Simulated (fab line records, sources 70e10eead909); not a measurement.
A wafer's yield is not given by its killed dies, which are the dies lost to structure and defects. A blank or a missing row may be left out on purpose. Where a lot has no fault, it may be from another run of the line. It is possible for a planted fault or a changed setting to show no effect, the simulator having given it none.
Matching of chambers || flow nand-harc || 4 sister chambers for NHARC_A_CONTACT_ALD_18 on ald-metal-04
The step deposits TiN, target thk 3 nm, pulse time 1 s, ald cycles 150. 4 wafers are shown with their chamber, then 8 later ones without.

== WAFERS WITH THEIR CHAMBER ==
{"wafer": "L083.1", "chamber": 3, "heater-power-w (W)": 995}
{"wafer": "L083.3", "chamber": 0, "heater-power-w (W)": 1005}
{"wafer": "L083.4", "chamber": 1, "heater-power-w (W)": 1087}
{"wafer": "L087.4", "chamber": 2, "heater-power-w (W)": 1439}

== WAFERS MISSING THEIR CHAMBER ==
{"wafer": "L087.5", "heater-power-w (W)": 1110}
{"wafer": "L087.6", "heater-power-w (W)": 991}
{"wafer": "L096.4", "heater-power-w (W)": 1019}
{"wafer": "L096.5", "heater-power-w (W)": 991}
{"wafer": "L096.6", "heater-power-w (W)": 1468}
{"wafer": "L095.1", "heater-power-w (W)": 989}
{"wafer": "L095.2", "heater-power-w (W)": 994}
{"wafer": "L095.4", "heater-power-w (W)": 1113}

== THE CHAMBER EACH PASSED THROUGH ==
{"wafer": "L087.5", "from the rows above": 1, "in truth": 1}
{"wafer": "L087.6", "from the rows above": "can't be placed: 3 or 0", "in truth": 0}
{"wafer": "L096.4", "from the rows above": "can't be placed: 0 or 3", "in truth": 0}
{"wafer": "L096.5", "from the rows above": "can't be placed: 3 or 0", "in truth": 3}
{"wafer": "L096.6", "from the rows above": 2, "in truth": 2}
{"wafer": "L095.1", "from the rows above": "can't be placed: 3 or 0", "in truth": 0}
{"wafer": "L095.2", "from the rows above": "can't be placed: 3 or 0", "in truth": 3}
{"wafer": "L095.4", "from the rows above": 1, "in truth": 1}
3 of 8 placed correctly. These rows do not allow placing 5 (true chamber among the candidates in 5). Placed wrongly: 0.
How it was worked out, from the rows above alone: a wafer's distance from a chamber is the root of the sum, over the readings, of the square of ((its reading less the chamber's mean) divided by the reading's scatter). The wafer belongs to the nearest chamber; if the next one is less than 2 further off, it can't be placed. For every chamber, the mean is computed from those of its wafers that are shown. The scatter: root of mean squared gap, hidden wafer to nearest shown wafer, with one shown wafer a chamber.
